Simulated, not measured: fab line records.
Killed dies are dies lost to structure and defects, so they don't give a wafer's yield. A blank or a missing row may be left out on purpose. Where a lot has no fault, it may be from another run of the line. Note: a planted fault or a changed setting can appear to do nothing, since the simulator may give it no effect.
Chamber matching :: flow n5 finfet :: N5_BEOL_M3_CO_CAP_55 on cvd co-01 has 3 sister chambers
The step material Co, precursor CCTBA/H2, target thk 2 nm, time 102.1 s. 3 wafers are shown with their chamber, then 12 later ones without.

## WAFERS WITH THEIR CHAMBER
wafer: L086.5
chamber: 2
heater power w (W): 243

wafer: L090.4
chamber: 1
heater power w (W): 230

wafer: L090.6
chamber: 0
heater power w (W): 229

## WAFERS MISSING THEIR CHAMBER
wafer: L092.1
heater power w (W): 232

wafer: L092.2
heater power w (W): 228

wafer: L092.4
heater power w (W): 249

wafer: L093.2
heater power w (W): 235

wafer: L093.4
heater power w (W): 241

wafer: L093.6
heater power w (W): 231

wafer: L094.1
heater power w (W): 230

wafer: L094.3
heater power w (W): 243

wafer: L094.4
heater power w (W): 237

wafer: L095.2
heater power w (W): 253

wafer: L095.5
heater power w (W): 231

wafer: L095.6
heater power w (W): 248

## EACH ONE'S CHAMBER
wafer: L092.1
from the rows above: can't be placed: 1 or 0
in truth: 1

wafer: L092.2
from the rows above: can't be placed: 0 or 1
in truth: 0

wafer: L092.4
from the rows above: 2
in truth: 2

wafer: L093.2
from the rows above: can't be placed: 1 or 0 or 2
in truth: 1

wafer: L093.4
from the rows above: 2
in truth: 2

wafer: L093.6
from the rows above: can't be placed: 1 or 0
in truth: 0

wafer: L094.1
from the rows above: can't be placed: 1 or 0
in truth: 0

wafer: L094.3
from the rows above: 2
in truth: 2

wafer: L094.4
from the rows above: can't be placed: 2 or 1 or 0
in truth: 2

wafer: L095.2
from the rows above: 2
in truth: 2

wafer: L095.5
from the rows above: can't be placed: 1 or 0
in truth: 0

wafer: L095.6
from the rows above: 2
in truth: 2
Correctly placed: 5 of 12. Can't be placed from these rows: 7 (the true chamber is among the candidates in 7). Wrongly placed: 0.
How it was worked out, from the rows above alone: a wafer's distance from a chamber is the root of the sum, over the readings, of the square of ((its reading less the chamber's mean) divided by the reading's scatter). If the next closest chamber is less than 2 further off than the closest, the wafer can't be placed; otherwise it belongs to the closest. The mean given for a chamber averages the wafers shown for that chamber. The scatter: root of mean squared gap, hidden wafer to nearest shown wafer, with one shown wafer a chamber.
